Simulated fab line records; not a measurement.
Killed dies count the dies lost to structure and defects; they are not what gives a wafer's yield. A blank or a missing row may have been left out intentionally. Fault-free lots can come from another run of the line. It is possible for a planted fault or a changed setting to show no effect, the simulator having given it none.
A struck lot beside a sound one -- flow nandHarc -- 13 out of 1302 route steps
Sound: the wafers L750.2, L750.4, L750.5. Wafers L759.2, L759.3, L759.5 were the ones struck. The cause comes at the end.
For every step that has rows: the tool of each side, followed by ch and its chambers, followed by its first start. Under that, the readings that differ: sound wafers -- struck wafers -- difference of the means -- sigmas: that difference in standard deviations of wafers without a fault.
alike: readings with means less than 2 such deviations apart, plus words and numbers identical on both sides. not compared: withheld readings, readings lacking a value on some wafer, bounds such as >300 that could conceal the same value, and numbers that have no deviation in the record and whose values overlap.
The two part at a step that has a row with sigmas, a row that says differs or no value, or rows on one side only. Numbers that have no deviation but don't overlap get no sigmas and don't part them. Lack of a reading on every wafer of one side parts them only where that side has two or more wafers.

NHARC_P_STI_OCD_MEAS_43:
  sound on ocd-01 at day 5 18:00; struck on ocd-01 at day 9 12:34
  alike: trenchDepthNm, trenchFootCdNm
then, 3 steps without rows for these wafers: NHARC_P_STI_OXIDE_33 (material SiO2, target thk 10 nm, ox time 281 s); NHARC_P_STI_HDPCVD_20 (deposits SiO2); NHARC_P_STI_ANNEAL_34 (time 1800 s).
NHARC_P_STI_CMP_21: polishes, t overpolish 20 s, target thk 380.67 nm.
  sound on cmp-01 ch 1,2,3, day 6 14:37; struck on cmp-01 ch 1,2, day 10 08:07
  alike: edgeZonePressureFrac, motorCurrentA, overpolishRunS
then, 6 steps without rows for these wafers: NHARC_P_STI_SRD_35; NHARC_P_STI_ETCH_36 (etches SiO2 in dHF, target depth 38.8 nm); NHARC_P_STI_STRIP_24 (strips Si3N4 in H3PO4); NHARC_P_STI_ETCH_37 (etches SiO2 in dHF, target depth 11 nm); NHARC_P_STI_PRECLEAN_38 (cleans in SC1); NHARC_P_STI_SRD_39.
NHARC_P_STI_OXIDE_40: material SiO2, target thk 10 nm, ox time 1362 s.
  sound on furnace-08 ch 0, day 6 15:51; struck on furnace-06, day 10 13:11
  no value came back on the struck wafers for oxTempC (C), oxTimeS (s), spikeTcCentreC (C), zonePowerLowerPct (%); on the sound wafers oxTempC (C) reads 899.8 899.5 900.6
NHARC_P_STI_INSPECT_25:
  sound on defectInspect-02 at day 6 19:56; struck on defectInspect-02 at day 10 17:19
  alike: rawDefectCount

WHERE THEY PART
Only at NHARC_P_STI_OXIDE_40, as far as this record shows. Later steps at which nothing parts them and some readings are alike: NHARC_P_STI_INSPECT_25.

WHY: whatever the simulator had introduced
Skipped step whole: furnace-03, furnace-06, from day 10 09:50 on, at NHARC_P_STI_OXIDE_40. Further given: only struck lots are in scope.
